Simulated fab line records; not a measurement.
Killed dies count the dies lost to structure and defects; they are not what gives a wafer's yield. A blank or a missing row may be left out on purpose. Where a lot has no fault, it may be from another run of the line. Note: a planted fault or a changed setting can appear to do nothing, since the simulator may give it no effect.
A single fault, viewed from 2 desks + flow nand-harc + only its own numbers are on each desk; what lay behind them is given at the end

THE DEFECT DESK
For each lot, the counts of the inspections along the route, averaged over the sampled wafers that have a number. Marked OUT: a lot whose mean sits more than 4 standard deviations from the usual mean, which makes it out of limits; the brackets give that distance.
Columns: A = raw-defect-count at NHARC_P_GATE_INSPECT_28, usual 6.0; B = raw-defect-count at NHARC_P_GATE_INSPECT_68, usual 201
| lot  | first seen here | A   | B   |
|------|-----------------|-----|-----|
| L987 | day 5 05:48     | 6.3 | 202 |
| L989 | day 5 16:19     | 8.7 | 290 |
| L990 | day 6 08:27     | 5.7 | 166 |
| L991 | day 6 22:43     | 4.7 | 299 |
| L993 | day 7 13:55     | 6.3 | 208 |
| L994 | day 8 05:57     | 6.7 | 240 |
| L996 | day 8 19:57     | 6.3 | 242 |
| L997 | day 9 01:55     | 2.3 | 135 |
| L998 | day 9 16:27     | 4.3 | 204 |
| L102 | day 11 05:56    | 6.0 | 418 |
| L109 | day 14 09:54    | 6.0 | 145 |
This desk's finding: nothing out of limits on any of the 11 lots.

TOOL OWNER'S DESK, rie-diel-01
The tool's own readings at NHARC_P_GATE_STRIP_101 (strips in O2, time 20 s): means of the sampled wafers that have a number, for each lot that ran on this tool. Marked OUT: a lot whose mean sits more than 4 standard deviations from the usual mean, which makes it out of limits; the brackets give that distance.
Columns: A = drypump-motor-current-A at NHARC_P_GATE_STRIP_101, usual 5.5 A; B = oes-product-au at NHARC_P_GATE_STRIP_101, usual 1.000 a.u.; C = rf-vpp-V at NHARC_P_GATE_STRIP_101, usual 57.8 V; D = showerhead-plenum-p-Torr at NHARC_P_GATE_STRIP_101, usual 3.54 Torr; E = throttle-valve-pct at NHARC_P_GATE_STRIP_101, usual 17.036 %
| lot  | first seen here | A   | B     | C    | D    | E      |
|------|-----------------|-----|-------|------|------|--------|
| L991 | day 7 09:34     | 5.3 | 1.000 | 58.6 | 3.65 | 17.030 |
| L994 | day 8 16:54     | 5.4 | 0.994 | 57.9 | 3.65 | 17.036 |
| L996 | day 9 06:59     | 5.4 | 0.990 | 57.5 | 3.65 | 17.034 |
| L998 | day 10 03:25    | 5.4 | 1.002 | 57.9 | 3.65 | 17.040 |
| L102 | day 11 17:04    | 5.6 | 1.001 | 59.1 | 3.48 | 17.011 |
This desk's finding: nothing out of limits on any of the 5 lots.

TAKEN TOGETHER
Nothing out of limits was seen by the defect desk.
The tool owner's desk saw nothing out of limits.

WHAT THE SIMULATOR PUT IN
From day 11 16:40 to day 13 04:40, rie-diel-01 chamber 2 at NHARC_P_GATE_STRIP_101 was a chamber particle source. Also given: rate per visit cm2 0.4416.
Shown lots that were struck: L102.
